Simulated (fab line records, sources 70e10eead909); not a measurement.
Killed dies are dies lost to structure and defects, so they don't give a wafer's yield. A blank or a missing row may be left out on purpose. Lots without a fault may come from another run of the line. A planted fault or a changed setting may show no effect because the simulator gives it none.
Chamber matching | flow nand_harc | NHARC_A_BONDPAD_ETCH_24 on rie_diel-03: 4 sister chambers
The step etches the open film in CF4/N2, target depth 30 nm, time 72.99 s. 16 wafers are shown with their chamber, then 7 later ones without.

WAFERS WITH THEIR CHAMBER
wafer  | chamber | showerhead_plenum_p_Torr (Torr) | drypump_motor_current_A (A) | rf_vpp_V (V)
L486.2 | 0       | 2.63                            | 5.5                         | 313.7
L486.5 | 3       | 2.77                            | 6.3                         | 315.0
L486.6 | 2       | 2.46                            | 6.2                         | 311.4
L484.2 | 0       | 2.63                            | 5.5                         | 314.2
L484.3 | 1       | 2.58                            | 5.6                         | 313.9
L484.6 | 1       | 2.58                            | 5.6                         | 314.0
L485.1 | 0       | 2.63                            | 5.5                         | 315.0
L485.4 | 2       | 2.46                            | 6.1                         | 311.3
L485.6 | 3       | 2.77                            | 6.3                         | 316.1
L488.2 | 1       | 2.58                            | 5.6                         | 313.4
L488.3 | 2       | 2.46                            | 6.2                         | 311.2
L488.5 | 3       | 2.77                            | 6.3                         | 317.8
L492.3 | 2       | 2.46                            | 6.2                         | 310.5
L492.4 | 0       | 2.63                            | 5.5                         | 315.6
L492.6 | 0       | 2.63                            | 5.5                         | 314.1
L495.1 | 3       | 2.76                            | 6.3                         | 316.2

SIGNATURES (means of the wafers above)
reading                  | chamber 0 | chamber 1 | chamber 2 | chamber 3 | scatter within a chamber
showerhead_plenum_p_Torr | 2.6300    | 2.5800    | 2.4600    | 2.7675    | 0.0025
drypump_motor_current_A  | 5.500     | 5.600     | 6.175     | 6.300     | 0.025
rf_vpp_V                 | 314.520   | 313.767   | 311.100   | 316.275   | 0.766
Rule: a wafer's distance from a chamber is the root of the sum, over the readings, of the square of ((its reading less the chamber's mean) divided by the reading's scatter). The wafer belongs to the nearest chamber; if the next one is less than 2 further off, it can't be placed. The scatter: the root of (the sum of the squares of (reading less its chamber's mean) over the shown wafers, divided by (wafers less chambers)).

WAFERS WITHOUT THEIR CHAMBER
wafer  | showerhead_plenum_p_Torr (Torr) | drypump_motor_current_A (A) | rf_vpp_V (V)
L495.5 | 2.46                            | 6.2                         | 312.7
L505.4 | 2.76                            | 6.3                         | 316.4
L505.5 | 2.46                            | 6.2                         | 312.7
L505.6 | 2.58                            | 5.6                         | 314.1
L504.1 | 2.76                            | 6.3                         | 318.1
L504.3 | 2.46                            | 6.2                         | 311.3
L504.4 | 2.58                            | 5.6                         | 313.2

WHICH CHAMBER EACH WENT THROUGH
wafer  | from the rows above | in truth
L495.5 | 2                   | 2
L505.4 | 3                   | 3
L505.5 | 2                   | 2
L505.6 | 1                   | 1
L504.1 | 3                   | 3
L504.3 | 2                   | 2
L504.4 | 1                   | 1
Placed correctly: 7 of 7. Can't be placed from these rows: 0. Placed wrongly: 0.
